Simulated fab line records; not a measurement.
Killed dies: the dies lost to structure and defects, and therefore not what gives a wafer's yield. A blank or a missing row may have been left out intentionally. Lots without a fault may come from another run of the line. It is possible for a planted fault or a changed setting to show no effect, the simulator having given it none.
Matching of chambers    flow n5_finfet    4 sister chambers for N5_BEOL_M0_SAQP_ALD_48 on ald_sin-01
The step deposits SiO2, target thk 20 nm, pulse time 1 s, co reactant pulse time 1 s. 4 wafers are shown with their chamber, then 7 later ones without.

== WAFERS, EACH WITH ITS CHAMBER ==
wafer   chamber  heater_power_w (W)
L084.1  3        82
L084.4  2        72
L095.1  1        81
L095.4  0        85

== WAFERS MISSING THEIR CHAMBER ==
wafer   heater_power_w (W)
L095.6  86
L096.3  73
L096.5  70
L096.6  84
L097.1  70
L097.2  85
L097.5  82

== WHICH CHAMBER EACH WENT THROUGH ==
wafer   from the rows above           in truth
L095.6  0                             0
L096.3  2                             2
L096.5  2                             2
L096.6  can't be placed: 0 or 3 or 1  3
L097.1  2                             2
L097.2  0                             0
L097.5  can't be placed: 3 or 1       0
5 of 7 placed correctly. Not placeable from these rows: 2 (in 1, the candidates include the true chamber). Wrongly placed: 0.
How it was worked out, from the rows above alone: a wafer's distance from a chamber is the root of the sum, over the readings, of the square of ((its reading less the chamber's mean) divided by the reading's scatter). If the next closest chamber is less than 2 further off than the closest, the wafer can't be placed; otherwise it belongs to the closest. For every chamber, the mean is computed from those of its wafers that are shown. The scatter: with one shown wafer a chamber, the root of the mean of the squares of how far each hidden wafer lies from its nearest shown one.
